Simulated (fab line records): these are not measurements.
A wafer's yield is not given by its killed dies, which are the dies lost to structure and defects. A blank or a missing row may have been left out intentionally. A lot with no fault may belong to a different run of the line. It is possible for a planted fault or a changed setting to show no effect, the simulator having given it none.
Lot-split experiment | flow n5Finfet | 7 lots, 21 wafers read, on a route of 1938 steps

## ABOUT THE SPLIT
At N5_MIM_BOT_SPUTTER_00 (material TiN, target thk 35 nm, time 89.7 s), the setting timeS was moved away from the recipe's 89.7 s on 7 of the 21 wafers read, by -10.6% to +10.4%. The other wafers ran this setting at the recipe's value.

Reading taken at the split's own step.

## THE READING
TiN_of_MIM_BOT_SPUTTER_00.thkNm (the simulator's own value, which no gauge read), in nm, at N5_MIM_BOT_SPUTTER_00 (material TiN, target thk 35 nm, time 89.7 s). The file gives no usual value for it. Here, 14 wafers ran the recipe; their average is 35.1 nm with a standard deviation of 0.51 nm.

wafer  | tool, chamber at the split | timeS as run, s | against the recipe | TiN_of_MIM_BOT_SPUTTER_00.thkNm, nm | against lot-mates on the recipe
L076.1 | pvdSputter-02, -           | 95.5            | +6.5%              | 37.4                                | +2.4
L076.6 | pvdSputter-02, -           | 95.5            | +6.5%              | 37.4                                | +2.4
L076.3 | pvdSputter-02, -           | 89.7            | recipe             | 35                                  | -
L077.1 | pvdSputter-01, -           | 89.7            | recipe             | 35.4                                | -
L077.2 | pvdSputter-01, -           | 89.7            | recipe             | 35.2                                | -
L077.6 | pvdSputter-01, -           | 85.51           | -4.7%              | 34                                  | -1.3
L081.1 | pvdSputter-03, -           | 89.7            | recipe             | 34.8                                | -
L081.2 | pvdSputter-03, -           | 89.7            | recipe             | 34.6                                | -
L081.3 | pvdSputter-03, -           | 89.7            | recipe             | 35.2                                | -
L084.2 | pvdSputter-01, -           | 81.03           | -9.7%              | 31.4                                | -3.4
L084.4 | pvdSputter-01, -           | 81.03           | -9.7%              | 31                                  | -3.8
L084.6 | pvdSputter-01, -           | 89.7            | recipe             | 34.8                                | -
L085.1 | pvdSputter-02, -           | 89.7            | recipe             | 34.2                                | -
L085.2 | pvdSputter-02, -           | 99.01           | +10.4%             | 38.2                                | +3.9
L085.5 | pvdSputter-02, -           | 89.7            | recipe             | 34.4                                | -
L088.1 | pvdSputter-01, -           | 89.7            | recipe             | 35.4                                | -
L088.5 | pvdSputter-01, -           | 89.7            | recipe             | 35.2                                | -
L088.6 | pvdSputter-01, -           | 89.7            | recipe             | 35.2                                | -
L094.1 | pvdSputter-01, -           | 89.7            | recipe             | 36                                  | -
L094.6 | pvdSputter-01, -           | 89.7            | recipe             | 36                                  | -
L094.3 | pvdSputter-01, -           | 80.19           | -10.6%             | 32                                  | -4.0

THE FIT
A straight line over all 21 wafers: TiN_of_MIM_BOT_SPUTTER_00.thkNm changes by +0.342 nm for each +1% of timeS; r = +0.96; the points scatter about the line by 0.52 nm.
The same after taking each lot's own level away (the mean of its wafers on the recipe; 21 wafers): +0.37 nm for each +1%; r = +1.00; scatter 0.17 nm.
The reading moves by 3.9 nm for the largest change in timeS, on that fit.
The lots' own levels span 34.30 to 36.00 nm, that is 3.4 times the standard deviation above.
So the lot-to-lot level changes the slope little: the two slopes agree.
Check: -3.88 nm against its lot-mates is what the line predicts for one of the wafers moved furthest among these (-10.6%) when that wafer is left out of the fit. It came out at -4 nm against them.

## FURTHER SPLITS ON THESE WAFERS
Note: prior to the reading, these wafers also went through further splits. Each is held against what the fit with the lots' levels taken away leaves over:
other split on the same wafers | wafers away from the commonest value | r with TiN_of_MIM_BOT_SPUTTER_00.thkNm (lot level and that fit taken away)
N5_BEOL_M13_COAT_04 spinRpm    | 7                                    | +0.11
N5_BEOL_M13_DEP_53 timeS       | 10                                   | -0.26

## FILE'S OWN FIT
TiN_of_MIM_BOT_SPUTTER_00.thkNm changes by +0.369 nm for each +1% of timeS, r = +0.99.
